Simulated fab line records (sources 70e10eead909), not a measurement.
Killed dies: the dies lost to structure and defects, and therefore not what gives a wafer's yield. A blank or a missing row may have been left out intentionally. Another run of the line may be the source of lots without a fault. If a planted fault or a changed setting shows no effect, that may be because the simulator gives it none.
Chamber matching -- flow nand-harc -- NHARC_A_M1_DEP_33 on pecvd-02: 3 sister chambers
The step deposits SiCN, target thk 30 nm. 18 wafers are shown with their chamber, then 9 later ones without.

WAFERS, EACH WITH ITS CHAMBER
wafer,chamber,heater-power-w (W)
L074.3,1,549
L074.4,1,546
L074.5,2,449
L079.2,2,418
L079.4,1,563
L079.5,0,509
L083.2,2,473
L083.3,0,526
L083.4,2,477
L085.2,2,423
L085.4,1,611
L085.6,0,598
L089.2,2,444
L089.4,0,503
L089.5,1,499
L091.2,1,597
L091.3,0,544
L091.6,1,591

SIGNATURES (averages over the wafers above)
reading,chamber 0,chamber 1,chamber 2,scatter within a chamber
heater-power-w,536.00,565.14,447.33,34.3
Rule: distance of a wafer from a chamber = root of the sum over the readings of ((wafer's reading minus chamber's mean) / reading's scatter) squared. The wafer belongs to the nearest chamber; if the next one is less than 2 further off, it can't be placed. The scatter is the square root of a quotient: the sum, over the shown wafers, of each reading's squared deviation from its chamber's mean, divided by wafers minus chambers.

WAFERS WITHOUT THEIR CHAMBER
wafer,heater-power-w (W)
L093.1,605
L093.2,569
L093.5,609
L096.2,598
L096.3,660
L096.6,599
L097.2,651
L097.4,648
L097.6,453

WHICH CHAMBER EACH ONE RAN IN
wafer,from the rows above,in truth
L093.1,can't be placed: 1 or 0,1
L093.2,can't be placed: 1 or 0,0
L093.5,can't be placed: 1 or 0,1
L096.2,can't be placed: 1 or 0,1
L096.3,can't be placed: 1 or 0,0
L096.6,can't be placed: 1 or 0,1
L097.2,can't be placed: 1 or 0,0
L097.4,can't be placed: 1 or 0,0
L097.6,2,2
Placed correctly: 1 of 9. Unplaceable from these rows: 8, with the true chamber sitting among the candidates in 8. Placed wrongly: 0.
